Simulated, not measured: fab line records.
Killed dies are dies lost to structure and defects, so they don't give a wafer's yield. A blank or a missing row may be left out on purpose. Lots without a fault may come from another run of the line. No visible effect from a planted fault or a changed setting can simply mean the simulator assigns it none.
fab line records    flow n5_finfet
record: lots: 24  wafers: 72  last_day: 18
route steps=1938 shown BEOL_M6@1254 BEOL_M7@1265
lots with no fault: from the same line, run without faults
start_h: hours from the record's first day to the start of the lot's first wafer shown    wait_h: hours since the lot's step before    " identical to the entry in the row above    L1.1+2: several wafers, shown together as one row    - value missing, or start not given    * or withheld: withheld    < > ~ a bound
route shown NAME@n: names a module that has steps shown in the file, with the first one's number in the route    usual: mean/standard deviation taken from wafers without a fault    same: alike in all rows    chamber/n: place in a boat    sites: the reading at each site    _std_site: the standard deviation of these    _edge_site: mean of outer sites minus mean of inner sites    radius_mm: for every site, how far away it sits from the centre of the wafer    mask NAME#n: copy n    behind: tool/chamber where the wafer was last shaped    hold: what put the lot on hold/how long, in hours/how the hold closed    device: names the non-switching transistor (n, p or np)    end of line: tests of these same wafers at the route's end    where a step has no rows: the recipe by itself    killed: dies that structure and defects cost at the first sort, which is not the same as the wafer's yield    map: the dies of a wafer, with x for killed, . for not killed, _ for no die there
set.NAME: the run value of the setting; set.NAME@STEP: its run value at that earlier step    model.NAME: the simulator's own value behind a step, which no gauge read
a sample of lots followed through the steps of the route, with each step as a table and each wafer as a row
services: a tool's chamber out of use, with start hour (start_h, from the record's first day; less than 0 if before it), hours out, and reason
== steps ==
step: N5_BEOL_M6_SPUTTER_48
recipe: material: Cu  target_thk_a: 100  temp_c: -20  bias_v: 60  power_w: 26000  chamber_pressure_pa: 0.13  time_s: 1.667
usual: chuck_gas_flow_sccm: 1.27/0.056  throttle_valve_pct: 29.7/1.2
lot.wafer  tool            chamber  start_h  wait_h  chuck_gas_flow_sccm  throttle_valve_pct
L074.4     pvd_sputter-01  -        200.26   0.0     1.31                 27.9
L074.5     "               -        "        "       1.34                 31.2
L074.6     "               -        "        "       1.17                 28.0
L075.2     pvd_sputter-03  -        205.80   0.2     1.26                 30.9
L075.4     "               -        "        "       1.25                 28.1
L075.6     "               -        "        "       1.32                 30.3
L077.1     pvd_sputter-03  -        208.66   1.5     1.29                 30.8
L077.2     "               -        "        "       1.18                 30.5
L077.5     "               -        "        "       1.27                 28.1
L076.2     pvd_sputter-02  -        209.21   0.2     1.29                 29.2
L076.3     "               -        "        "       1.27                 31.0
L076.5     "               -        "        "       1.23                 28.9
L078.2     pvd_sputter-02  -        232.73   0.4     1.31                 31.1
L078.5     "               -        "        "       1.23                 31.5
L078.6     "               -        "        "       1.28                 28.9
L079.3     pvd_sputter-01  -        234.46   0.3     1.25                 28.5
L079.4     "               -        "        "       1.33                 29.7
L079.5     "               -        "        "       1.27                 31.0
L080.2     pvd_sputter-01  -        241.08   0.1     1.35                 29.8
L080.5     "               -        "        "       1.18                 30.0
L080.6     "               -        "        "       1.28                 28.5
L081.2     pvd_sputter-01  -        241.39   0.1     1.20                 28.2
L081.4     "               -        "        "       1.40                 29.5
L081.5     "               -        "        "       1.21                 29.6
L082.1     pvd_sputter-02  -        245.61   0.1     1.26                 29.2
L082.3     "               -        "        "       1.28                 31.1
L082.5     "               -        "        "       1.23                 27.9
L085.1     pvd_sputter-02  -        260.97   1.6     1.26                 30.8
L085.2     "               -        "        "       1.30                 29.0
L085.6     "               -        "        "       1.28                 31.2
L083.1     pvd_sputter-02  -        263.21   0.1     1.28                 28.2
L083.3     "               -        "        "       1.23                 31.2
L083.4     "               -        "        "       1.29                 31.3
L087.3     pvd_sputter-03  -        266.74   0.1     1.17                 30.5
L087.4     "               -        "        "       1.36                 30.8
L087.5     "               -        "        "       1.28                 27.8
L084.2     pvd_sputter-03  -        266.98   0.2     1.36                 30.7
L084.4     "               -        "        "       1.30                 30.2
L084.6     "               -        "        "       1.29                 28.1
L086.3     pvd_sputter-01  -        270.64   0.2     1.17                 28.3
L086.4     "               -        "        "       1.28                 28.4
L086.5     "               -        "        "       1.26                 30.7
L088.2     pvd_sputter-02  -        275.21   0.1     1.28                 30.8
L088.4     "               -        "        "       1.25                 31.5
L088.5     "               -        "        "       1.25                 29.0
L089.2     pvd_sputter-01  -        283.48   0.1     1.30                 29.9
L089.3     "               -        "        "       1.17                 28.2
L089.5     "               -        "        "       1.37                 29.8
L090.3     pvd_sputter-03  -        300.25   0.1     1.28                 30.0
L090.4     "               -        "        "       1.26                 27.8
L090.5     "               -        "        "       1.28                 30.1
L091.1     pvd_sputter-03  -        308.05   0.1     1.38                 30.8
L091.2     "               -        "        "       1.25                 27.8
L091.3     "               -        "        "       1.36                 30.1
L092.1     pvd_sputter-03  -        308.25   0.1     1.23                 30.3
L092.2     "               -        "        "       1.20                 30.5
L092.3     "               -        "        "       1.26                 27.8
L093.2     pvd_sputter-03  -        314.69   0.2     1.29                 29.8
L093.3     "               -        "        "       1.28                 31.2
L093.4     "               -        "        "       1.30                 27.8
L094.1     pvd_sputter-03  -        325.24   0.3     1.23                 30.5
L094.5     "               -        "        "       1.37                 30.5
L094.6     "               -        "        "       1.27                 30.2
L097.2     pvd_sputter-01  -        331.00   0.7     1.17                 28.1
L097.4     "               -        "        "       1.41                 30.8
L097.5     "               -        "        "       1.26                 29.8
L096.1     pvd_sputter-01  -        334.94   0.1     1.26                 31.0
L096.2     "               -        "        "       1.21                 28.2
L096.4     "               -        "        "       1.23                 29.9
L095.2     pvd_sputter-02  -        335.50   0.1     1.27                 29.0
L095.3     "               -        "        "       1.29                 27.9
L095.4     "               -        "        "       1.26                 30.6
step: N5_BEOL_M6_INSPECT_58
recipe: inspect_instrument: darkfield  mode: post_dep
usual: raw_defect_count: 69/31
lot.wafer  tool               chamber  start_h  wait_h  raw_defect_count
L074.4     defect_inspect-02  -        202.71   0.0     58
L074.5     "                  -        "        "       49
L074.6     "                  -        "        "       103
L075.2     defect_inspect-02  -        206.76   0.0     65
L075.4     "                  -        "        "       60
L075.6     "                  -        "        "       70
L077.1     defect_inspect-02  -        210.05   0.0     58
L077.2     "                  -        "        "       123
L077.5     "                  -        "        "       59
L076.2     defect_inspect-02  -        210.52   0.0     106
L076.3     "                  -        "        "       88
L076.5     "                  -        "        "       69
L078.2     defect_inspect-02  -        233.73   0.0     79
L078.5     "                  -        "        "       125
L078.6     "                  -        "        "       73
L079.3     defect_inspect-01  -        235.51   0.0     146
L079.4     "                  -        "        "       103
L079.5     "                  -        "        "       92
L080.2     defect_inspect-02  -        242.63   0.0     113
L080.5     "                  -        "        "       151
L080.6     "                  -        "        "       123
L081.2     defect_inspect-02  -        243.50   0.0     39
L081.4     "                  -        "        "       40
L081.5     "                  -        "        "       41
L082.1     defect_inspect-01  -        247.98   0.0     29
L082.3     "                  -        "        "       56
L082.5     "                  -        "        "       56
L085.1     defect_inspect-01  -        261.93   0.0     43
L085.2     "                  -        "        "       47
L085.6     "                  -        "        "       58
L083.1     defect_inspect-01  -        264.32   0.0     37
L083.3     "                  -        "        "       64
L083.4     "                  -        "        "       54
L087.3     defect_inspect-02  -        267.70   0.0     66
L087.4     "                  -        "        "       59
L087.5     "                  -        "        "       72
L084.2     defect_inspect-01  -        267.98   0.0     57
L084.4     "                  -        "        "       60
L084.6     "                  -        "        "       60
L086.3     defect_inspect-01  -        271.72   0.0     70
L086.4     "                  -        "        "       28
L086.5     "                  -        "        "       70
L088.2     defect_inspect-01  -        276.20   0.0     88
L088.4     "                  -        "        "       48
L088.5     "                  -        "        "       59
L089.2     defect_inspect-02  -        284.46   0.0     46
L089.3     "                  -        "        "       51
L089.5     "                  -        "        "       39
L090.3     defect_inspect-02  -        301.93   0.0     74
L090.4     "                  -        "        "       56
L090.5     "                  -        "        "       131
L091.1     defect_inspect-01  -        309.21   0.0     90
L091.2     "                  -        "        "       46
L091.3     "                  -        "        "       85
L092.1     defect_inspect-01  -        309.48   0.0     41
L092.2     "                  -        "        "       39
L092.3     "                  -        "        "       48
L093.2     defect_inspect-01  -        315.82   0.0     63
L093.3     "                  -        "        "       51
L093.4     "                  -        "        "       28
L094.1     defect_inspect-02  -        326.49   0.0     71
L094.5     "                  -        "        "       124
L094.6     "                  -        "        "       116
L097.2     defect_inspect-02  -        332.16   0.0     75
L097.4     "                  -        "        "       84
L097.5     "                  -        "        "       56
L096.1     defect_inspect-01  -        336.24   0.0     53
L096.2     "                  -        "        "       54
L096.4     "                  -        "        "       63
L095.2     defect_inspect-01  -        336.51   0.0     48
L095.3     "                  -        "        "       47
L095.4     "                  -        "        "       61
step: N5_BEOL_M7_THK_MEAS_01
recipe: reads: SiCOH_lowk_of_BEOL_M7_ILD_DEP_00
usual: M7_ILD_THK: 154.1/2.1
lot.wafer  tool           chamber  start_h  wait_h  M7_ILD_THK[nm]
L074.4     film_metro-02  -        203.32   0.2     154.2
L074.5     "              -        "        "       152.3
L074.6     "              -        "        "       155.3
L075.2     film_metro-01  -        207.39   0.4     148.6
L075.4     "              -        "        "       154.8
L075.6     "              -        "        "       152.5
L077.1     film_metro-01  -        210.66   0.4     154.3
L077.2     "              -        "        "       152.0
L077.5     "              -        "        "       155.7
L076.2     film_metro-02  -        211.13   0.4     153.7
L076.3     "              -        "        "       154.3
L076.5     "              -        "        "       155.6
L078.2     film_metro-01  -        234.34   0.4     152.3
L078.5     "              -        "        "       152.5
L078.6     "              -        "        "       152.8
L079.3     film_metro-01  -        236.12   0.3     153.4
L079.4     "              -        "        "       157.3
L079.5     "              -        "        "       153.7
L080.2     film_metro-01  -        243.24   0.4     153.4
L080.5     "              -        "        "       154.1
L080.6     "              -        "        "       156.2
L081.2     film_metro-02  -        244.13   0.4     153.8
L081.4     "              -        "        "       155.7
L081.5     "              -        "        "       153.0
L082.1     film_metro-01  -        248.61   0.4     153.9
L082.3     "              -        "        "       154.7
L082.5     "              -        "        "       157.9
L085.1     film_metro-02  -        262.55   0.4     150.5
L085.2     "              -        "        "       152.5
L085.6     "              -        "        "       154.2
L083.1     film_metro-01  -        264.93   0.4     153.3
L083.3     "              -        "        "       151.4
L083.4     "              -        "        "       157.0
L087.3     film_metro-01  -        268.31   0.3     153.0
L087.4     "              -        "        "       154.5
L087.5     "              -        "        "       155.9
L084.2     film_metro-02  -        268.61   0.4     152.1
L084.4     "              -        "        "       157.5
L084.6     "              -        "        "       154.3
L086.3     film_metro-02  -        272.34   0.3     156.2
L086.4     "              -        "        "       158.3
L086.5     "              -        "        "       158.3
L088.2     film_metro-02  -        276.91   0.4     154.7
L088.4     "              -        "        "       157.0
L088.5     "              -        "        "       156.5
L089.2     film_metro-02  -        285.07   0.4     153.9
L089.3     "              -        "        "       153.4
L089.5     "              -        "        "       154.3
L090.3     film_metro-02  -        302.54   0.3     152.1
L090.4     "              -        "        "       155.1
L090.5     "              -        "        "       152.7
L091.1     film_metro-01  -        309.83   0.4     153.7
L091.2     "              -        "        "       157.3
L091.3     "              -        "        "       153.3
L092.1     film_metro-02  -        310.31   0.4     152.2
L092.2     "              -        "        "       150.4
L092.3     "              -        "        "       153.1
L093.2     film_metro-02  -        316.43   0.4     151.2
L093.3     "              -        "        "       153.9
L093.4     "              -        "        "       157.0
L094.1     film_metro-02  -        327.11   0.4     152.3
L094.5     "              -        "        "       154.5
L094.6     "              -        "        "       152.8
L097.2     film_metro-01  -        332.78   0.4     153.3
L097.4     "              -        "        "       156.3
L097.5     "              -        "        "       157.1
L096.1     film_metro-01  -        336.85   0.4     153.6
L096.2     "              -        "        "       154.6
L096.4     "              -        "        "       153.2
L095.2     film_metro-02  -        337.16   0.4     151.5
L095.3     "              -        "        "       152.5
L095.4     "              -        "        "       154.7
step: N5_BEOL_M7_VIA_ETCH_34
recipe: chemistry: C4F6/O2  target: SiCOH_lowk  target_depth_a: 1255  mask_material: SOC  taper_deg: 4  time_s: 50.5  ion_energy_ev: 250  pressure_mtorr: 30  source_w: 345  bias_w: 185  Ar_flow_sccm: 300  C4F6_flow_sccm: 10  O2_flow_sccm: 10
usual: drypump_motor_current_A: 5.8/0.35  oes_product_au: 0.80/0.1  rf_vpp_V: 664/14  showerhead_plenum_p_Torr: 2.85/0.079  throttle_valve_pct: 20.79/0.25
lot.wafer  tool         chamber  start_h  wait_h  drypump_motor_current_A  oes_product_au  rf_hours_counter_h  rf_vpp_V  showerhead_plenum_p_Torr  throttle_valve_pct
L074.4     rie_diel-05  2        205.09   0.0     5.9                      0.71            220                 648       2.82                      20.93
L074.5     "            1        "        "       5.2                      0.75            -                   655       2.85                      20.65
L074.6     "            0        "        "       5.4                      0.90            -                   659       3.05                      20.97
L075.2     rie_diel-05  3        211.15   0.0     5.6                      0.67            220                 660       2.84                      21.10
L075.4     "            2        "        "       5.8                      0.72            222                 652       2.82                      20.94
L075.6     "            3        "        "       5.6                      0.68            -                   661       2.84                      21.09
L077.1     rie_diel-04  2        212.70   0.0     6.2                      0.88            36                  671       2.77                      20.25
L077.2     "            1        "        "       6.3                      0.69            235                 688       2.92                      21.07
L077.5     "            2        "        "       6.2                      0.87            -                   670       2.77                      20.25
L076.2     rie_diel-04  2        213.10   0.0     6.2                      0.87            36                  672       2.77                      20.24
L076.3     "            3        "        "       5.9                      0.96            3                   670       2.92                      20.78
L076.5     "            3        "        "       5.9                      0.96            -                   669       2.92                      20.78
L078.2     rie_diel-05  1        239.46   0.0     5.2                      0.74            161                 654       2.84                      20.66
L078.5     "            3        "        "       5.6                      0.67            -                   659       2.84                      21.10
L078.6     "            2        "        "       5.9                      0.70            -                   650       2.82                      20.95
L079.3     rie_diel-01  0        239.79   0.0     5.3                      0.81            78                  643       2.88                      20.91
L079.4     "            3        "        "       5.7                      0.72            -                   675       2.70                      20.61
L079.5     "            1        "        "       5.5                      0.72            -                   676       2.82                      20.78
L080.2     rie_diel-04  0        248.79   0.0     5.6                      0.96            5                   644       2.93                      20.74
L080.5     "            1        "        "       6.3                      0.68            -                   687       2.91                      21.10
L080.6     "            2        "        "       6.2                      0.86            -                   670       2.76                      20.25
L081.2     rie_diel-05  2        248.84   0.0     5.9                      0.69            233                 650       2.82                      20.96
L081.4     "            3        "        "       5.6                      0.66            231                 660       2.84                      21.09
L081.5     "            1        "        "       5.2                      0.74            -                   654       2.84                      20.66
L082.1     rie_diel-04  2        252.15   0.0     6.2                      0.85            49                  671       2.76                      20.25
L082.3     "            1        "        "       6.3                      0.68            247                 688       2.91                      21.09
L082.5     "            2        "        "       6.2                      0.86            -                   671       2.76                      20.25
L085.1     rie_diel-04  0        265.56   0.0     5.6                      0.94            12                  643       2.93                      20.74
L085.2     "            2        "        "       6.2                      0.85            54                  670       2.76                      20.28
L085.6     "            2        "        "       6.2                      0.85            -                   670       2.76                      20.25
L083.1     rie_diel-05  0        268.98   0.0     5.4                      0.86            49                  660       3.04                      20.99
L083.3     "            2        "        "       5.9                      0.69            238                 651       2.82                      20.97
L083.4     "            3        "        "       5.6                      0.66            236                 661       2.83                      21.13
L087.3     rie_diel-04  0        271.49   0.0     5.6                      0.93            14                  645       2.93                      20.74
L087.4     "            1        "        "       6.3                      0.68            249                 688       2.91                      21.09
L087.5     "            2        "        "       6.2                      0.85            -                   671       2.76                      20.26
L084.2     rie_diel-05  1        271.83   0.0     5.2                      0.73            172                 654       2.84                      20.66
L084.4     "            3        "        "       5.6                      0.65            237                 660       2.83                      21.11
L084.6     "            1        "        "       5.2                      0.73            -                   654       2.84                      20.67
L086.3     rie_diel-04  2        275.61   0.0     6.2                      0.84            58                  671       2.76                      20.26
L086.4     "            3        "        "       5.9                      0.89            -                   669       2.91                      20.80
L086.5     "            2        "        "       6.2                      0.84            -                   670       2.76                      20.26
L088.2     rie_diel-05  3        281.44   0.0     5.6                      0.66            240                 660       2.83                      21.12
L088.4     "            2        "        "       5.9                      0.70            -                   650       2.81                      20.97
L088.5     "            3        "        "       5.6                      0.66            -                   658       2.83                      21.12
L089.2     rie_diel-05  1        287.44   0.0     5.2                      0.72            178                 654       2.84                      20.66
L089.3     "            0        "        "       5.4                      0.85            53                  658       3.04                      20.99
L089.5     "            2        "        "       5.9                      0.69            -                   649       2.81                      20.98
L090.3     rie_diel-04  1        305.97   0.0     6.3                      0.98            6                   688       2.91                      20.74
L090.4     "            0        "        "       5.6                      0.91            29                  642       2.92                      20.77
L090.5     "            0        "        "       5.6                      0.90            -                   643       2.92                      20.75
L092.1     rie_diel-01  2        313.00   0.0     5.4                      0.94            7                   678       2.81                      21.06
L092.2     "            3        "        "       5.7                      0.69            185                 676       2.69                      20.65
L092.3     "            0        "        "       5.3                      0.77            108                 643       2.87                      20.94
L091.1     rie_diel-04  1        313.19   0.0     6.3                      0.98            9                   688       2.90                      20.72
L091.2     "            0        "        "       5.7                      0.91            32                  644       2.92                      20.78
L091.3     "            3        "        "       5.9                      0.87            37                  669       2.91                      20.83
L093.2     rie_diel-01  0        324.36   0.0     5.3                      0.76            112                 644       2.87                      20.95
L093.3     "            3        "        "       5.7                      0.68            189                 676       2.69                      20.67
L093.4     "            1        "        "       5.6                      0.70            219                 675       2.80                      20.81
L094.1     rie_diel-01  0        331.14   0.0     5.3                      0.78            114                 643       2.87                      20.95
L094.5     "            0        "        "       5.3                      0.77            -                   643       2.87                      20.95
L094.6     "            3        "        "       5.7                      0.68            -                   674       2.69                      20.67
L097.2     rie_diel-04  3        338.94   0.0     5.9                      0.85            45                  667       2.90                      20.84
L097.4     "            1        "        "       6.3                      0.95            17                  687       2.90                      20.75
L097.5     "            0        "        "       5.6                      0.88            -                   643       2.91                      20.78
L096.1     rie_diel-01  1        341.36   0.0     5.5                      0.70            225                 675       2.80                      20.84
L096.2     "            0        "        "       5.3                      0.77            118                 644       2.86                      20.95
L096.4     "            2        "        "       5.4                      0.91            18                  677       2.81                      21.09
L095.2     rie_diel-04  2        341.54   0.0     6.2                      0.82            82                  671       2.75                      20.28
L095.3     "            3        "        "       5.9                      0.85            46                  669       2.90                      20.82
L095.4     "            0        "        "       5.6                      0.89            41                  643       2.91                      20.77
step: N5_BEOL_M7_ALD_77
recipe: material: TaN  target_thk_a: 20  temp_c: 275  ald_precursor_family: PDMAT  ald_co_reactant: NH3  pressure_torr: 3  carrier_flow_sccm: 1500  pulse_time_s: 2  purge_time_s: 3  co_reactant_purge_time_s: 2  co_reactant_pulse_time_s: 3  ald_cycles: 40  precursor_vessel_temp_c: 75  precursor_vessel_pressure_torr: 26.25  precursor_vessel_carrier_sccm: 1000
usual: heater_power_w: 442/51  mfc_carrier_sccm: 1500/4.1
same: purge_time_s: 3
lot.wafer  tool          chamber  start_h  wait_h  heater_power_w  mfc_carrier_sccm
L074.4     ald_metal-02  1        206.25   0.2     459             1495
L074.5     "             0        "        "       384             1499
L074.6     "             2        "        "       405             1500
L075.2     ald_metal-01  1        212.72   0.0     503             1493
L075.4     "             2        "        "       410             1502
L075.6     "             0        "        "       525             1504
L077.1     ald_metal-03  2        213.59   0.0     387             1493
L077.2     "             1        "        "       496             1501
L077.5     "             3        "        "       473             1506
L076.2     ald_metal-01  0        214.25   0.1     512             1502
L076.3     "             3        "        "       396             1493
L076.5     "             0        "        "       507             1498
L078.2     ald_metal-01  1        240.56   0.0     506             1506
L078.5     "             0        "        "       517             1499
L078.6     "             1        "        "       519             1501
L079.3     ald_metal-01  2        240.82   0.1     414             1498
L079.4     "             1        "        "       522             1506
L079.5     "             3        "        "       394             1501
L080.2     ald_metal-02  3        249.98   0.0     412             1495
L080.5     "             1        "        "       444             1497
L080.6     "             2        "        "       413             1502
L081.2     ald_metal-01  1        250.04   0.0     513             1501
L081.4     "             2        "        "       396             1501
L081.5     "             3        "        "       418             1502
L082.1     ald_metal-02  3        253.17   0.0     416             1500
L082.3     "             0        "        "       381             1498
L082.5     "             2        "        "       413             1504
L085.1     ald_metal-01  3        266.58   0.0     402             1507
L085.2     "             0        "        "       506             1500
L085.6     "             1        "        "       507             1499
L083.1     ald_metal-03  1        270.52   0.1     503             1497
L083.3     "             0        "        "       367             1500
L083.4     "             2        "        "       380             1502
L087.3     ald_metal-03  2        273.99   0.2     383             1497
L087.4     "             1        "        "       500             1491
L087.5     "             3        "        "       457             1500
L084.2     ald_metal-02  2        274.28   0.2     410             1501
L084.4     "             3        "        "       423             1499
L084.6     "             0        "        "       382             1502
L086.3     ald_metal-02  3        276.80   0.3     410             1502
L086.4     "             0        "        "       385             1497
L086.5     "             0        "        "       387             1499
L088.2     ald_metal-02  3        282.39   0.0     426             1497
L088.4     "             1        "        "       449             1497
L088.5     "             2        "        "       412             1502
L089.2     ald_metal-01  3        288.43   0.1     402             1502
L089.3     "             2        "        "       409             1498
L089.5     "             3        "        "       414             1501
L090.3     ald_metal-01  0        307.43   0.0     526             1498
L090.4     "             1        "        "       502             1493
L090.5     "             1        "        "       509             1507
L092.1     ald_metal-01  2        314.24   0.0     427             1495
L092.2     "             1        "        "       497             1499
L092.3     "             0        "        "       525             1496
L091.1     ald_metal-03  1        314.88   0.0     509             1502
L091.2     "             3        "        "       447             1493
L091.3     "             2        "        "       373             1500
L093.2     ald_metal-02  1        325.42   0.0     455             1498
L093.3     "             2        "        "       400             1498
L093.4     "             0        "        "       386             1505
L094.1     ald_metal-01  1        332.22   0.0     495             1498
L094.5     "             2        "        "       419             1502
L094.6     "             1        "        "       497             1498
L097.2     ald_metal-01  0        340.02   0.2     520             1501
L097.4     "             1        "        "       507             1501
L097.5     "             1        "        "       508             1496
L096.1     ald_metal-03  3        342.54   0.1     454             1498
L096.2     "             2        "        "       382             1506
L096.4     "             0        "        "       365             1492
L095.2     ald_metal-01  3        342.70   0.1     408             1494
L095.3     "             0        "        "       502             1505
L095.4     "             1        "        "       510             1500
step: N5_BEOL_M7_ANNEAL_51
recipe: temp_c: 225  time_s: 90  ambient: N2
usual: anneal_temp_c: 224.99/0.16  wafer_temp_C_max: 225.83/0.23
lot.wafer  tool           chamber  start_h  wait_h  anneal_temp_c  wafer_temp_C_max
L074.4     rtp_anneal-02  0        207.31   0.3     225.09         225.93
L074.5     "              0        "        "       225.14         225.76
L074.6     "              0        "        "       225.00         225.95
L075.2     rtp_anneal-02  0        213.66   0.2     225.35         225.77
L075.4     "              0        "        "       225.11         226.22
L075.6     "              0        "        "       224.80         225.70
L077.1     rtp_anneal-02  0        214.77   0.3     225.29         226.32
L077.2     "              0        "        "       225.05         226.21
L077.5     "              0        "        "       225.25         226.44
L076.2     rtp_anneal-01  0        216.73   0.1     224.85         225.66
L076.3     "              0        "        "       224.78         225.84
L076.5     "              0        "        "       224.78         226.12
L078.2     rtp_anneal-01  0        242.20   0.9     224.82         225.84
L078.5     "              0        "        "       224.96         225.32
L078.6     "              0        "        "       224.91         225.59
L079.3     rtp_anneal-02  0        243.11   1.2     224.74         225.65
L079.4     "              0        "        "       224.68         225.89
L079.5     "              0        "        "       225.00         225.82
L080.2     rtp_anneal-02  0        252.59   0.1     225.09         225.92
L080.5     "              0        "        "       225.01         225.96
L080.6     "              0        "        "       225.02         225.73
L081.2     rtp_anneal-01  0        252.73   0.2     225.07         225.53
L081.4     "              0        "        "       224.94         225.83
L081.5     "              0        "        "       224.89         225.77
L082.1     rtp_anneal-01  0        254.30   0.3     225.34         226.35
L082.3     "              0        "        "       225.28         226.24
L082.5     "              0        "        "       225.24         225.92
L085.1     rtp_anneal-02  0        267.35   0.1     225.04         225.51
L085.2     "              0        "        "       225.06         225.66
L085.6     "              0        "        "       224.67         226.12
L083.1     rtp_anneal-01  0        271.77   0.6     224.82         225.59
L083.3     "              0        "        "       225.02         225.98
L083.4     "              0        "        "       225.00         225.81
L087.3     rtp_anneal-01  0        274.83   0.1     225.08         225.66
L087.4     "              0        "        "       224.99         225.78
L087.5     "              0        "        "       225.18         225.98
L084.2     rtp_anneal-01  0        275.14   0.1     225.19         226.22
L084.4     "              0        "        "       225.08         225.85
L084.6     "              0        "        "       224.86         226.04
L086.3     rtp_anneal-01  0        278.04   0.2     225.07         225.75
L086.4     "              0        "        "       224.93         225.74
L086.5     "              0        "        "       224.88         225.65
L088.2     rtp_anneal-02  0        283.82   0.1     224.98         225.75
L088.4     "              0        "        "       225.06         225.66
L088.5     "              0        "        "       225.08         225.66
L089.2     rtp_anneal-02  0        289.80   0.2     225.06         225.90
L089.3     "              0        "        "       225.07         226.14
L089.5     "              0        "        "       224.92         225.62
L090.3     rtp_anneal-01  0        308.56   0.3     224.68         225.66
L090.4     "              0        "        "       225.07         225.94
L090.5     "              0        "        "       224.96         226.16
L092.1     rtp_anneal-02  0        315.12   0.1     224.99         225.95
L092.2     "              0        "        "       225.02         225.77
L092.3     "              0        "        "       225.04         225.92
L091.1     rtp_anneal-01  0        315.65   0.1     224.93         225.69
L091.2     "              0        "        "       224.81         225.48
L091.3     "              0        "        "       224.81         225.73
L093.2     rtp_anneal-02  0        326.33   0.3     224.78         225.92
L093.3     "              0        "        "       224.88         226.04
L093.4     "              0        "        "       225.08         225.81
L094.1     rtp_anneal-01  0        333.08   0.2     225.16         225.83
L094.5     "              0        "        "       224.90         225.98
L094.6     "              0        "        "       225.07         225.96
L097.2     rtp_anneal-02  0        341.86   0.7     224.78         225.72
L097.4     "              0        "        "       224.97         225.49
L097.5     "              0        "        "       224.96         225.55
L096.1     rtp_anneal-02  0        345.38   0.5     224.79         225.79
L096.2     "              0        "        "       224.95         225.83
L096.4     "              0        "        "       224.97         225.72
L095.2     rtp_anneal-01  0        345.57   0.5     225.03         225.61
L095.3     "              0        "        "       225.02         225.35
L095.4     "              0        "        "       224.99         225.98
== services ==
tool            chamber  start_h  hours  kind
ald_metal-01    -        183.99   0.9    repair
ald_metal-03    -        187.71   1.8    repair
rie_diel-05     3        190.29   7.9    repair
rie_diel-01     1        194.00   11.3   repair
rie_diel-01     0        197.51   3.7    repair
ald_metal-02    3        197.98   17.2   repair
ald_metal-02    1        219.92   10.1   repair
ald_metal-02    -        224.23   4.3    pm
rie_diel-01     3        226.04   5.8    repair
rie_diel-01     2        236.17   32.3   repair
rie_diel-01     -        236.82   0.8    repair
rtp_anneal-01   -        243.40   3.5    pm
rie_diel-04     1        253.83   13.9   repair
ald_metal-03    1        258.07   3.2    repair
ald_metal-01    -        269.73   8.7    pm
ald_metal-03    -        274.25   28.1   pm
rie_diel-01     1        279.30   8.4    repair
rie_diel-01     3        286.15   4.1    repair
rie_diel-04     3        287.19   4.6    repair
pvd_sputter-02  -        288.76   8.9    repair
rie_diel-05     -        295.90   14.6   pm
ald_metal-01    -        313.04   0.2    repair
pvd_sputter-01  -        326.48   1.0    repair
ald_metal-02    -        337.43   14.0   pm
== key ==
fault none
